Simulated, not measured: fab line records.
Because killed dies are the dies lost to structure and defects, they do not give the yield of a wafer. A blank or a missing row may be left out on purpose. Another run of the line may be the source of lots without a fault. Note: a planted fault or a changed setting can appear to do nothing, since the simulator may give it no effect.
Matching of chambers	flow n5 finfet	rie diel-05 running N5_BEOL_M0_SAQP_ETCH_88: 4 sister chambers
The step etches underlayer in N2/H2, target depth 6.5 nm, time 5.2 s. 4 wafers are shown with their chamber, then 10 later ones without.

WAFERS, EACH WITH ITS CHAMBER
wafer	chamber	drypump motor current A (A)
L082.2	3	6.1
L083.5	2	4.9
L084.1	1	6.5
L084.3	0	5.6

WAFERS MISSING THEIR CHAMBER
wafer	drypump motor current A (A)
L084.6	4.8
L093.1	4.9
L093.4	6.5
L093.5	4.9
L094.1	5.6
L094.5	6.1
L094.6	5.6
L095.2	6.5
L095.3	4.9
L095.5	4.9

EACH ONE'S CHAMBER
wafer	from the rows above	in truth
L084.6	2	2
L093.1	2	2
L093.4	1	1
L093.5	2	2
L094.1	0	0
L094.5	3	3
L094.6	0	0
L095.2	1	1
L095.3	2	2
L095.5	2	2
Correctly placed: 10 of 10. Can't be placed from these rows: 0. 0 placed wrongly.
How it was worked out, from the rows above alone: a wafer's distance from a chamber is the root of the sum, over the readings, of the square of ((its reading less the chamber's mean) divided by the reading's scatter). If the next closest chamber is less than 2 further off than the closest, the wafer can't be placed; otherwise it belongs to the closest. A chamber's mean is the mean of its shown wafers. The scatter: root of mean squared gap, hidden wafer to nearest shown wafer, with one shown wafer a chamber.
